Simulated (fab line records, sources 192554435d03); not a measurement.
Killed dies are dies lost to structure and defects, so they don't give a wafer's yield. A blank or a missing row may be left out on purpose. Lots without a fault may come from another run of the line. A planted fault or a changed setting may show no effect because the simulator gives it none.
Chamber matching | flow n5_finfet | N5_MOL_CONTACT_COAG_ETCH_66 on rie_diel-04: 4 sister chambers
The step etches SiARC in CF4, target depth 13 nm, time 21.7 s. 18 wafers are shown with their chamber, then 9 later ones without.

WAFERS WITH THEIR CHAMBER
wafer  | chamber | drypump_motor_current_A (A) | throttle_valve_pct (%) | etch_rf_on_time_s (s)
L076.2 | 1       | 5.3                         | 15.62                  | 22.7
L076.5 | 1       | 5.3                         | 15.61                  | 22.7
L076.6 | 0       | 5.5                         | 16.02                  | 21.9
L077.1 | 1       | 5.3                         | 15.64                  | 22.6
L077.2 | 0       | 5.4                         | 16.04                  | 22.1
L077.5 | 3       | 4.9                         | 15.93                  | 22.9
L078.1 | 0       | 5.4                         | 16.07                  | 22.3
L078.2 | 3       | 4.8                         | 15.94                  | 22.6
L078.6 | 0       | 5.4                         | 16.05                  | 22.1
L079.1 | 3       | 4.9                         | 15.95                  | 22.7
L079.4 | 0       | 5.5                         | 16.05                  | 22.1
L079.5 | 1       | 5.3                         | 15.63                  | 22.4
L088.1 | 1       | 5.3                         | 15.21                  | 22.2
L088.3 | 3       | 4.9                         | 15.99                  | 22.8
L088.6 | 2       | 5.3                         | 15.41                  | 21.5
L089.2 | 1       | 5.3                         | 15.21                  | 22.2
L089.5 | 2       | 5.3                         | 15.43                  | 21.4
L089.6 | 3       | 4.8                         | 15.99                  | 23.1

SIGNATURES (means of the wafers above)
reading                 | chamber 0 | chamber 1 | chamber 2 | chamber 3 | scatter within a chamber
drypump_motor_current_A | 5.440     | 5.300     | 5.300     | 4.860     | 0.0414
throttle_valve_pct      | 16.0460   | 15.4867   | 15.4200   | 15.9600   | 0.13
etch_rf_on_time_s       | 22.100    | 22.467    | 21.450    | 22.820    | 0.19
Rule: a wafer's distance from a chamber is the root of the sum, over the readings, of the square of ((its reading less the chamber's mean) divided by the reading's scatter). The wafer belongs to the nearest chamber; if the next one is less than 2 further off, it can't be placed. The scatter: the root of (the sum of the squares of (reading less its chamber's mean) over the shown wafers, divided by (wafers less chambers)).

WAFERS WITHOUT THEIR CHAMBER
wafer  | drypump_motor_current_A (A) | throttle_valve_pct (%) | etch_rf_on_time_s (s)
L091.4 | 4.9                         | 16.00                  | 23.0
L091.5 | 5.3                         | 15.45                  | 21.5
L091.6 | 5.3                         | 15.23                  | 22.3
L094.1 | 5.3                         | 15.45                  | 21.4
L094.3 | 4.8                         | 16.02                  | 22.6
L094.5 | 4.8                         | 16.01                  | 22.8
L095.3 | 5.5                         | 15.62                  | 21.5
L095.4 | 5.4                         | 15.25                  | 22.5
L095.5 | 4.9                         | 16.04                  | 23.0

WHICH CHAMBER EACH WENT THROUGH
wafer  | from the rows above     | in truth
L091.4 | 3                       | 3
L091.5 | 2                       | 2
L091.6 | 1                       | 1
L094.1 | 2                       | 2
L094.3 | 3                       | 3
L094.5 | 3                       | 3
L095.3 | can't be placed: 0 or 2 | 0
L095.4 | 1                       | 1
L095.5 | 3                       | 3
Placed correctly: 8 of 9. Can't be placed from these rows: 1 (the true chamber is among the candidates in 1). Placed wrongly: 0.
